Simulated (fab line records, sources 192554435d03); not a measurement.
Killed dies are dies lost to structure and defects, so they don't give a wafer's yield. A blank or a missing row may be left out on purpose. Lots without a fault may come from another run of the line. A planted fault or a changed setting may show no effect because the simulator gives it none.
Split-lot experiment | flow n5_finfet | 7 lots, 39 wafers read, on a route of 1938 steps

THE SPLIT
At N5_MOL_CONTACT_COAG_ETCH_91 (etches SOC in N2/H2, target depth 60 nm, overetch 21 nm, time 101.2 s), the setting source_w was moved away from the recipe's 840 W on 15 of the 39 wafers read, by -18.2% to +12.3%. The other wafers ran this setting at the recipe's value.

The reading is taken at the split's own step.

THE READING
rf_vpp_V, in V, at N5_MOL_CONTACT_COAG_ETCH_91 (etches SOC in N2/H2, target depth 60 nm, overetch 21 nm, time 101.2 s). Fault-free wafers of this fab line usually give 524.5 V, standard deviation 2.7 V.

wafer  | tool, chamber at the split | source_w as run, W | against the recipe | rf_vpp_V, V | against lot-mates on the recipe
L076.1 | rie_diel-02, 3             | 840                | recipe             | 521.4       | -
L076.2 | rie_diel-02, 2             | 840                | recipe             | 527.5       | -
L076.3 | rie_diel-02, 0             | 840                | recipe             | 525.3       | -
L076.4 | rie_diel-02, 1             | 840                | recipe             | 525.2       | -
L076.5 | rie_diel-02, 1             | 840                | recipe             | 525.5       | -
L076.6 | rie_diel-02, 2             | 840                | recipe             | 528.2       | -
L077.1 | rie_diel-02, 2             | 778.6              | -7.3%              | 540.9       | +15.8
L077.2 | rie_diel-02, 3             | 840                | recipe             | 523.8       | -
L077.3 | rie_diel-02, 0             | 778.6              | -7.3%              | 539.7       | +14.6
L077.4 | rie_diel-02, 1             | 840                | recipe             | 526.1       | -
L077.5 | rie_diel-02, 1             | 840                | recipe             | 525.3       | -
L077.6 | rie_diel-02, 2             | 778.6              | -7.3%              | 540.7       | +15.6
L087.1 | rie_diel-02, 0             | 840                | recipe             | 525.8       | -
L087.2 | rie_diel-02, 2             | 840                | recipe             | 527.9       | -
L087.3 | rie_diel-02, 3             | 771.2              | -8.2%              | 537.8       | +11.3
L087.4 | rie_diel-02, 1             | 771.2              | -8.2%              | 538.8       | +12.3
L087.5 | rie_diel-02, 0             | 840                | recipe             | 525.9       | -
L087.6 | rie_diel-02, 1             | 771.2              | -8.2%              | 540.3       | +13.8
L088.1 | rie_diel-02, 2             | 776                | -7.6%              | 542.1       | +17.1
L088.2 | rie_diel-02, 3             | 776                | -7.6%              | 536.4       | +11.4
L088.3 | rie_diel-02, 0             | 840                | recipe             | 525.1       | -
L088.4 | rie_diel-02, 1             | 840                | recipe             | 523.7       | -
L088.5 | rie_diel-02, 1             | 840                | recipe             | 526.3       | -
L088.6 | rie_diel-02, 0             | 776                | -7.6%              | 539.3       | +14.3
L090.1 | rie_diel-06, 1             | 840                | recipe             | 520.6       | -
L090.2 | rie_diel-06, 2             | 943.6              | +12.3%             | 508.1       | -17.2
L090.3 | rie_diel-06, 3             | 840                | recipe             | 527.6       | -
L090.4 | rie_diel-06, 0             | 943.6              | +12.3%             | 507.0       | -18.3
L090.5 | rie_diel-06, 3             | 840                | recipe             | 527.8       | -
L090.6 | rie_diel-06, 2             | 943.6              | +12.3%             | 508.1       | -17.2
L094.1 | rie_diel-02, 3             | 840                | recipe             | 521.5       | -
L094.2 | rie_diel-02, 0             | 687.4              | -18.2%             | 561.0       | +38.4
L094.3 | rie_diel-02, 2             | 687.4              | -18.2%             | 562.4       | +39.8
L094.4 | rie_diel-02, 1             | 840                | recipe             | 524.0       | -
L094.5 | rie_diel-02, 0             | 687.4              | -18.2%             | 560.1       | +37.5
L094.6 | rie_diel-02, 3             | 840                | recipe             | 522.2       | -
L096.3 | rie_diel-02, 2             | 840                | recipe             | 527.0       | -
L096.4 | rie_diel-02, 0             | 840                | recipe             | 526.4       | -
L096.6 | rie_diel-02, 3             | 840                | recipe             | 521.7       | -

THE FIT
A straight line over all 39 wafers: rf_vpp_V changes by -1.79 V for each +1% of source_w; r = -0.98; the points scatter about the line by 2.5 V.
The same after taking each lot's own level away (the mean of its wafers on the recipe; 39 wafers): -1.85 V for each +1%; r = -0.98; scatter 2.8 V.
On that fit, the largest move of source_w shifts the reading by 34 V.
The lots' own levels span 522.57 to 526.53 V, that is 1.5 times the standard deviation above.
So the lot-to-lot level changes the slope little: the two slopes agree.
Check: with one of the wafers moved furthest among these (-18.2%) left out of the fit, the line predicts +33.4 V for it against its lot-mates. It came out at +38.4 V against them.
Tool readings at the split's step, against how far the setting was moved: rf_vpp_V r = -0.98.

OTHER SPLITS ON THESE WAFERS
These wafers also went through other splits before the reading. Each is held against what the fit with the lots' levels taken away leaves over:
other split on the same wafers     | wafers away from the commonest value | r with rf_vpp_V (lot level and that fit taken away)
N5_FIN_SAQP_FIN_ETCH_36 icp_w      | 18                                   | +0.14
N5_DUMMY_GATE_ETCH_37 source_w     | 15                                   | -0.01
N5_HKMG_FIN_ETCH_35 target_depth_a | 12                                   | -0.29
N5_GATE_CUT_ETCH_56 icp_w          | 12                                   | +0.22
N5_GATE_CUT_ALD_22 ald_cycles      | 12                                   | -0.35

THE WHOLE CHAIN: every reading that the file lists as answering this split, in the file's order
step                        | what it does                                                          | reading                                                                                   | change (the file's fit)                | r (the file's)
N5_MOL_CONTACT_COAG_ETCH_91 | etches SOC in N2/H2, target depth 60 nm, overetch 21 nm, time 101.2 s | rf_vpp_V                                                                                  | -1.88 V for each +1% of the setting    | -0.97
N5_MOL_CONTACT_COAG_ETCH_91 | etches SOC in N2/H2, target depth 60 nm, overetch 21 nm, time 101.2 s | SiARC_of_MOL_CONTACT_COAG_COAT_76.thk_nm (the simulator's own value, which no gauge read) | -0.0244 nm for each +1% of the setting | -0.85

THE FILE'S OWN FIT
rf_vpp_V changes by -1.88 V for each +1% of source_w, r = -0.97.
